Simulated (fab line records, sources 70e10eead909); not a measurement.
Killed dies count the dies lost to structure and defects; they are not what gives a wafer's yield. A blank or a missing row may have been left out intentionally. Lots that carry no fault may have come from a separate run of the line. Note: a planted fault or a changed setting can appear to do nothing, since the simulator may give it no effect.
A lot that was struck, set against a sound lot	flow nand_harc	32 out of 1302 route steps
Sound: the wafers L774.1, L774.2, L774.3. Struck: wafer L787.4 (left out: L787.1, L787.6 of the same lot, which were not struck); the cause appears at the end.
For every step that has rows: the tool of each side, followed by ch and its chambers, followed by its first start. Under that, the readings that differ: sound wafers	struck wafers	difference of the means	sigmas: that difference in standard deviations of wafers without a fault.
alike: same words and numbers on both sides, and readings whose means sit less than 2 such deviations apart. not compared: any withheld reading, any reading some wafer has no value for, any bound like >300 that may hide the same value, and any number with overlapping values for which the record gives no deviation.
The two part at a step that has a row with sigmas, a row that says differs or no value, or rows on one side only. When numbers do not overlap yet have no deviation, they are printed without sigmas and do not part them. Lack of a reading on every wafer of one side parts them only where that side has two or more wafers.

first, 1 step without rows for these wafers: NHARC_THIN_TSV_DEGAS_49 (time 120 s).
NHARC_THIN_TSV_PRE_CLEAN_50: time 30 s.
  sound on pvd_sputter-02; struck on pvd_sputter-03
  alike: heater_power_w
NHARC_THIN_TSV_PVD_19: deposits TaN, target thk 20 nm.
  sound on pvd_sputter-02; struck on pvd_sputter-03
  alike: throttle_valve_pct
NHARC_THIN_TSV_PVD_51: deposits Cu, target thk 100 nm.
  sound on pvd_sputter-02; struck on pvd_sputter-03
  alike: throttle_valve_pct
then, 1 step without rows for these wafers: NHARC_THIN_TSV_ECD_20 (material Cu, target thk 2000 nm).
NHARC_THIN_TSV_ANNEAL_52: time 90 s.
  sound on rtp_anneal-01 ch 0, day 24 08:05; struck on rtp_anneal-01 ch 0, day 29 02:33
  alike: anneal_temp_c, wafer_temp_C_max
NHARC_THIN_TSV_CMP_21: polishes, t overpolish 30 s, target thk 2000 nm.
  sound on cmp-01 ch 0,1,3, day 24 08:25; struck on cmp-02 ch 1, day 29 02:58
  alike: motor_current_A, overpolish_run_s
then, 4 steps without rows for these wafers: NHARC_THIN_TSV_SRD_23; NHARC_THIN_TSV_DEGAS_53 (time 60 s); NHARC_THIN_TSV_PRE_CLEAN_54 (time 30 s); NHARC_THIN_TSV_PVD_55 (deposits TiN, target thk 50 nm).
NHARC_THIN_TSV_PVD_24: deposits Al, target thk 800 nm.
  sound: pvd_sputter-03 at day 24 09:11; struck: pvd_sputter-01 at day 29 03:46
then, 8 steps without rows for these wafers: NHARC_THIN_TSV_DEHYDRATE_25 (time 120 s); NHARC_THIN_TSV_HMDS_26 (time 30 s); NHARC_THIN_TSV_COAT_27; NHARC_THIN_TSV_SOFTBAKE_28 (time 95 s); NHARC_THIN_TSV_EBR_29; NHARC_THIN_TSV_EXPOSE_30 (exposes mask PAD); NHARC_THIN_TSV_PEB_31 (peb time 85 s); NHARC_THIN_TSV_DEVELOP_32 (time 70 s).
NHARC_THIN_TSV_CD_MEAS_33: target cd 5000 nm.
  sound on cd_sem-03 ch 0, day 24 10:01; struck on cd_sem-01 ch 0, day 29 04:30
  alike: cd_nm
then, 6 steps without rows for these wafers: NHARC_THIN_TSV_HARDBAKE_34 (time 80 s); NHARC_THIN_TSV_DESCUM_35 (chemistry O2, time 3 s); NHARC_THIN_TSV_ETCH_59 (etches the open film in Cl2/BCl3, target depth 880 nm, time 138.1 s); NHARC_THIN_TSV_ETCH_36 (etches the open film in Cl2/BCl3, target depth 65 nm, time 18.571 s); NHARC_THIN_TSV_STRIP_56 (strips in O2); NHARC_THIN_TSV_STRIP_57 (strips in post etch residue remover, time 1200 s).
NHARC_THIN_TSV_CD_MEAS_37:
  sound: cd_sem-02 at day 24 11:28; struck: cd_sem-03 at day 29 06:01
  alike: cd_nm
then, 1 step without rows for these wafers: NHARC_THIN_TSV_ANNEAL_58 (time 1800 s).
NHARC_THIN_TSV_INSPECT_40:
  sound: defect_inspect-01 at day 24 15:16; struck: defect_inspect-02 at day 29 10:32
  alike: raw_defect_count
NHARC_END_WLT_00:
  rows exist in the record for the sound wafers here (prober-02, day 24 15:19), none for the struck ones
NHARC_END_SORT_01:
  sound on prober-02 ch 0, day 24 18:19; struck on prober-02 ch 0, day 29 15:58
reading	sound	struck	difference	sigmas
defect_limited_yield (%)	91.6 90.4 91.4	0	-91	-30
killed_at_other	0 2 3	639	+637	+99 or more
killed_at_periphery	8 6 9	2	-6	-2
killed_dies	57 65 58	677	+617	+31
killed_open	5 6 3	0	-5	-3
  alike: killed_at_array, killed_short

## WHERE THEY PART
At NHARC_END_WLT_00 first; at NHARC_END_SORT_01 last (within this record only).

WHY: what had been put in by the simulator
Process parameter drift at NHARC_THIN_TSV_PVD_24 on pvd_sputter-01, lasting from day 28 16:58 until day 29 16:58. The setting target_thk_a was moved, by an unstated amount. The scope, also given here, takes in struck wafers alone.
